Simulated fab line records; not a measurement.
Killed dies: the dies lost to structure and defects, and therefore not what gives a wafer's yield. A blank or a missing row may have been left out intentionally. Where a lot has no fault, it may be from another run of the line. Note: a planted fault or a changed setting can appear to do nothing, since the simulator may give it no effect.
Matching of chambers / flow n5 finfet / rie diel-05 running N5_FIN_SAQP_DESCUM_21: 4 sister chambers
The step chemistry O2, time 7.9 s. 16 wafers are shown with their chamber, then 8 later ones without.

== WAFERS WITH THEIR CHAMBER ==
wafer=L074.2; chamber=3; showerhead plenum p Torr (Torr)=2.07; throttle valve pct (%)=20.54; oes product au (a.u.)=0.71
wafer=L074.3; chamber=2; showerhead plenum p Torr (Torr)=2.12; throttle valve pct (%)=20.40; oes product au (a.u.)=0.95
wafer=L074.6; chamber=3; showerhead plenum p Torr (Torr)=2.07; throttle valve pct (%)=20.55; oes product au (a.u.)=0.72
wafer=L076.1; chamber=3; showerhead plenum p Torr (Torr)=2.07; throttle valve pct (%)=20.53; oes product au (a.u.)=0.71
wafer=L076.4; chamber=2; showerhead plenum p Torr (Torr)=2.12; throttle valve pct (%)=20.38; oes product au (a.u.)=0.94
wafer=L076.5; chamber=3; showerhead plenum p Torr (Torr)=2.07; throttle valve pct (%)=20.54; oes product au (a.u.)=0.71
wafer=L078.1; chamber=2; showerhead plenum p Torr (Torr)=2.12; throttle valve pct (%)=20.39; oes product au (a.u.)=0.92
wafer=L078.2; chamber=1; showerhead plenum p Torr (Torr)=2.14; throttle valve pct (%)=20.13; oes product au (a.u.)=0.70
wafer=L078.3; chamber=0; showerhead plenum p Torr (Torr)=2.14; throttle valve pct (%)=20.18; oes product au (a.u.)=0.84
wafer=L080.1; chamber=0; showerhead plenum p Torr (Torr)=2.14; throttle valve pct (%)=20.18; oes product au (a.u.)=0.83
wafer=L080.2; chamber=1; showerhead plenum p Torr (Torr)=2.14; throttle valve pct (%)=20.12; oes product au (a.u.)=0.70
wafer=L080.6; chamber=1; showerhead plenum p Torr (Torr)=2.14; throttle valve pct (%)=20.14; oes product au (a.u.)=0.70
wafer=L081.2; chamber=0; showerhead plenum p Torr (Torr)=2.14; throttle valve pct (%)=20.18; oes product au (a.u.)=0.83
wafer=L081.3; chamber=1; showerhead plenum p Torr (Torr)=2.14; throttle valve pct (%)=20.14; oes product au (a.u.)=0.70
wafer=L081.5; chamber=3; showerhead plenum p Torr (Torr)=2.07; throttle valve pct (%)=20.53; oes product au (a.u.)=0.70
wafer=L082.4; chamber=2; showerhead plenum p Torr (Torr)=2.11; throttle valve pct (%)=20.42; oes product au (a.u.)=0.90

SIGNATURES, as means of the wafers listed above
reading=showerhead plenum p Torr; chamber 0=2.1400; chamber 1=2.1400; chamber 2=2.1175; chamber 3=2.0700; scatter within a chamber=0.0025
reading=throttle valve pct; chamber 0=20.1800; chamber 1=20.1325; chamber 2=20.3975; chamber 3=20.5380; scatter within a chamber=0.0109
reading=oes product au; chamber 0=0.8333; chamber 1=0.7000; chamber 2=0.9275; chamber 3=0.7100; scatter within a chamber=0.012
Rule: a wafer lies at a distance from a chamber equal to the root of the sum of squares, over the readings, of (its reading less the chamber's mean, divided by the reading's scatter). The wafer belongs to the nearest chamber; if the next one is less than 2 further off, it can't be placed. How the scatter is found: for the shown wafers, subtract from each reading the mean of its chamber, square and add these, divide the total by (wafers less chambers), then take the root.

== WAFERS WITHOUT THEIR CHAMBER ==
wafer=L082.5; showerhead plenum p Torr (Torr)=2.11; throttle valve pct (%)=20.41; oes product au (a.u.)=0.90
wafer=L082.6; showerhead plenum p Torr (Torr)=2.14; throttle valve pct (%)=20.13; oes product au (a.u.)=0.69
wafer=L086.2; showerhead plenum p Torr (Torr)=2.11; throttle valve pct (%)=20.42; oes product au (a.u.)=0.89
wafer=L086.3; showerhead plenum p Torr (Torr)=2.13; throttle valve pct (%)=20.15; oes product au (a.u.)=0.69
wafer=L086.4; showerhead plenum p Torr (Torr)=2.06; throttle valve pct (%)=20.58; oes product au (a.u.)=0.70
wafer=L090.2; showerhead plenum p Torr (Torr)=2.13; throttle valve pct (%)=20.22; oes product au (a.u.)=0.80
wafer=L090.3; showerhead plenum p Torr (Torr)=2.11; throttle valve pct (%)=20.43; oes product au (a.u.)=0.87
wafer=L090.4; showerhead plenum p Torr (Torr)=2.06; throttle valve pct (%)=20.59; oes product au (a.u.)=0.69

== CHAMBER TAKEN BY EACH ==
wafer=L082.5; from the rows above=2; in truth=2
wafer=L082.6; from the rows above=1; in truth=1
wafer=L086.2; from the rows above=2; in truth=2
wafer=L086.3; from the rows above=1; in truth=1
wafer=L086.4; from the rows above=3; in truth=3
wafer=L090.2; from the rows above=0; in truth=0
wafer=L090.3; from the rows above=2; in truth=2
wafer=L090.4; from the rows above=3; in truth=3
8 of 8 placed correctly. Can't be placed from these rows: 0. 0 placed wrongly.
